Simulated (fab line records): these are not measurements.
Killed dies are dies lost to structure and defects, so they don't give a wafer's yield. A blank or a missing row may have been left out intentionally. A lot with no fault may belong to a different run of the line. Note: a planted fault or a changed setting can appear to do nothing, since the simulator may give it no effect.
A lot that was struck, set against a sound lot :: flow n5Finfet :: 15 steps out of a route of 1938
Sound: these wafers, L133.2, L133.3, L133.6. Struck: wafer L141.1. (L141.3 of the same lot was not struck and is left out.) The cause comes at the end.
Per side, at each step with rows, come the tool, then ch with its chambers, and then its first start. Under that, the readings that differ: sound wafers :: struck wafers :: difference of the means :: sigmas: that difference in standard deviations of wafers without a fault.
alike: same words and numbers on both sides, and readings whose means sit less than 2 such deviations apart. not compared: any withheld reading, any reading some wafer has no value for, any bound like >300 that may hide the same value, and any number with overlapping values for which the record gives no deviation.
Wherever a step has rows on one side only, a row that says differs or no value, or a row with sigmas, the two part there. Non-overlapping numbers with no deviation appear without sigmas and do not part them. A reading that every wafer of one side lacks parts them only if that side has two wafers or more.

first, 2 steps without rows for these wafers: N5_PASSIVATION_DEVELOP_29 (develop time 60 s); N5_PASSIVATION_HARDBAKE_31 (time 120 s).
N5_PASSIVATION_CD_MEAS_30 targets a cd of 4000 nm.
  sound on cdSem-03 ch 0, day 15 01:34; struck on cdSem-01 ch 0, day 16 18:04
  alike: cdNm
N5_PASSIVATION_OVL_MEAS_63:
  sound on overlay-02 ch 0, day 15 01:35; struck on overlay-02 ch 0, day 16 18:07
reading: PAD_OVL (nm)
sound: 5 10 11
struck: -2
difference: -11
sigmas: -2
N5_PASSIVATION_INSPECT_64: inspects for defects (macro).
  sound on defectInspect-02 at day 15 01:37; struck on defectInspect-02 at day 16 18:08
  alike: rawDefectCount
N5_PASSIVATION_DESCUM_32: chemistry O2, time 7.9 s.
  sound on rieDiel-03 ch 2,3, day 15 01:39; struck on rieDiel-03 ch 2, day 16 18:19
  alike: biasPowerW, drypumpMotorCurrentA, oesProductAu, rfVppV, showerheadPlenumPTorr, throttleValvePct
  not compared: rfHoursCounterH
N5_PASSIVATION_AL_ETCH_33: etches Al in Cl2/BCl3, stops on TaN, target depth 2800 nm, time 466.7 s.
  sound on rieMetal-01 ch 0,1, day 15 01:44; struck on rieMetal-01 ch 0, day 16 18:24
  alike: drypumpMotorCurrentA, oesProductAu, throttleValvePct
  not compared: rfHoursCounterH
N5_PASSIVATION_ETCH_59: etches TaN in Cl2/BCl3, target depth 65 nm, time 34.9 s.
  sound on rieMetal-01 ch 0,1, day 15 02:08; struck on rieMetal-01 ch 0, day 16 18:48
  alike: drypumpMotorCurrentA, oesProductAu, throttleValvePct
  not compared: rfHoursCounterH
N5_PASSIVATION_STRIP_34: strips in O2.
  sound on rieDiel-03 ch 0,3, day 15 02:15; struck on rieDiel-06 ch 0, day 16 18:55
  alike: drypumpMotorCurrentA, oesProductAu, rfVppV, showerheadPlenumPTorr, throttleValvePct
  not compared: rfHoursCounterH
then, 3 steps without rows for these wafers: N5_PASSIVATION_STRIP_51 (strips in post etch residue remover, time 1200 s); N5_PASSIVATION_CLEAN_69 (cleans in IPA, time 180 s); N5_PASSIVATION_SRD_70 (time 30 s).
N5_PASSIVATION_PECVD_53: deposits SiO2 from TEOS/O2, target thk 800 nm, time 169.4 s.
  sound on pecvd-04 ch 0,1, day 15 02:45; struck on pecvd-02 ch 1, day 16 19:25
reading: runLengthS (s)
sound: 196.3 196.4 195.9
struck: 161.9
difference: -34.3
sigmas: -60

reading: model.SiO2_of_PASSIVATION_PECVD_53.thkNm (nm)
sound: 790.4 795 806.2
struck: 640.2
difference: -157.0
sigmas: 
N5_PASSIVATION_PECVD_35: deposits SiNx from SiH4/NH3/N2, target thk 700 nm, time 151.3 s.
  sound on pecvd-04 ch 0,1, day 15 02:52; struck on pecvd-02 ch 1, day 16 19:32
  alike: heaterPowerW, runLengthS, showerheadPlenumPTorr, throttleValvePct
after that, 1 step had no rows for these wafers: N5_PASSIVATION_PROBE_49.

WHERE THEY PART
Last at N5_PASSIVATION_PECVD_53 as far as this record goes, first at N5_PASSIVATION_OVL_MEAS_63. Later steps at which nothing parts them and some readings are alike: N5_PASSIVATION_PECVD_35.

WHY: what the simulator had put in
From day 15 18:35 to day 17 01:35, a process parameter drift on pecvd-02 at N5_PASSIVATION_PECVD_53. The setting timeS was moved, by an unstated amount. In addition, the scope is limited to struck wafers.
